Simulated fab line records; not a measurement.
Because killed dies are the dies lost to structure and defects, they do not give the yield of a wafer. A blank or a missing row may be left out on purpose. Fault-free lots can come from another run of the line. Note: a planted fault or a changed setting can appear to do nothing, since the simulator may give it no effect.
Problem report in the 8D (eight disciplines) form, filled by code || flow n5-finfet || the parts of the form that need people (team, actions taken, sign-off) are left out

## 1. THE PROBLEM
At N5_PASSIVATION_PROBE_49, killed_at_M4_up averages 110 over 6 wafers from 2 lots, while fault-free wafers read 14, standard deviation 4.8. Measured from the usual mean, that is +20 standard deviations.
First seen on wafer L379.2, day 16 00:47, on prober-02. The record has a number at this step for 23 wafers belonging to 9 lots. Rule for "out", or "out of limits": more than 4 standard deviations from the usual mean. The rest of the wafers with a number are treated as sound.

## 2. WHAT IT IS AND WHAT IT IS NOT
{"question": "which readings at this step", "is": "killed_at_M4_up", "is not": "killed_at_M0_to_M3, killed-at-contacts, killed-at-front-end, killed-open, killed-short"}
{"question": "which lots", "is": "L379, L380", "is not": "L369, L371, L372, L376, L381, L387, L388"}
{"question": "which wafers of those lots", "is": "all that have a number", "is not": "-"}
{"question": "read on which tools", "is": "prober-01, prober-02", "is not": "-"}
{"question": "when", "is": "from day 16 00:47", "is not": "up to then (8 sound wafers); but 9 sound wafers of L381, L387, L388 came after"}

## 3. SUSPECTS, AND WHAT RULES EACH OUT
Counting: a tool at a process step up to the reading stays a suspect if it ran every lot that is out and no sound lot after the first of them.
- rie-diel-06 at N5_BEOL_M10_ETCH_65 (etches SiARC in CF4, target depth 39 nm, time 65 s): kept. Every lot that is out went through it, starting with L379 (day 13 21:41), and after that it ran no sound lot; the last sound lot it ran before then is L376 (day 12 23:02).
Remaining after the count: rie-diel-06 at N5_BEOL_M10_ETCH_65.

## 4. THE CAUSE (what the simulator had put in)
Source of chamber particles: rie-diel-06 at N5_BEOL_M10_ETCH_65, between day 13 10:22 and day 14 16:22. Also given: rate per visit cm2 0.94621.
This tool alone remained once counting was done.

## 5. THE CHAIN OF EFFECTS, in route order
Each row: a reading whose mean over the struck wafers that have a number lies more than 3 standard deviations from the usual. Only readings whose record carries a usual standard deviation are examined. hours: median over the lots of the time between each lot's start at the first step of this table that gives one and its start at this step. sigmas: the change, counted in usual standard deviations.
{"hours": 0, "step": "N5_PASSIVATION_PROBE_49", "reading": "defect-limited-yield", "usual": "91.0 %", "on struck wafers": 83.3, "change": -7.7, "sigmas": -5.1}
{"hours": 0, "step": "N5_PASSIVATION_PROBE_49", "reading": "killed_at_M4_up", "usual": 14, "on struck wafers": 110, "change": "+96", "sigmas": "+20"}
{"hours": 0, "step": "N5_PASSIVATION_PROBE_49", "reading": "killed-dies", "usual": 106, "on struck wafers": 197, "change": "+91", "sigmas": "+5.0"}
{"hours": 0, "step": "N5_PASSIVATION_PROBE_49", "reading": "killed-on-rim", "usual": 14, "on struck wafers": 28, "change": "+14", "sigmas": "+3.3"}
{"hours": 0, "step": "N5_PASSIVATION_PROBE_49", "reading": "sort_bin_5_function", "usual": "5.3 %", "on struck wafers": 10.4, "change": "+5.1", "sigmas": "+5.1"}
{"hours": 0, "step": "N5_PASSIVATION_PROBE_49", "reading": "sort-n-pass", "usual": 1074, "on struck wafers": 983, "change": -91, "sigmas": -5.0}
{"hours": 0, "step": "N5_PASSIVATION_PROBE_49", "reading": "sort-yield-pct", "usual": "91.0 %", "on struck wafers": 83.3, "change": -7.7, "sigmas": -5.1}
Its process steps:
- N5_PASSIVATION_PROBE_49

## 6. HOW IT WOULD HAVE BEEN CAUGHT EARLIER
The fault began at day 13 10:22; the first out-of-limits reading in this record came at day 16 00:47, 62 hours later.
No tool reading at N5_BEOL_M10_ETCH_65 that has a usual standard deviation in the record was out on any struck wafer, so an alarm limit of 4 standard deviations on those readings would not have fired.
Each of the lots that are out, 2 in all, had begun N5_BEOL_M10_ETCH_65 on rie-diel-06 no later than day 16 00:47. A hold on the tool at that time would have spared none of them.
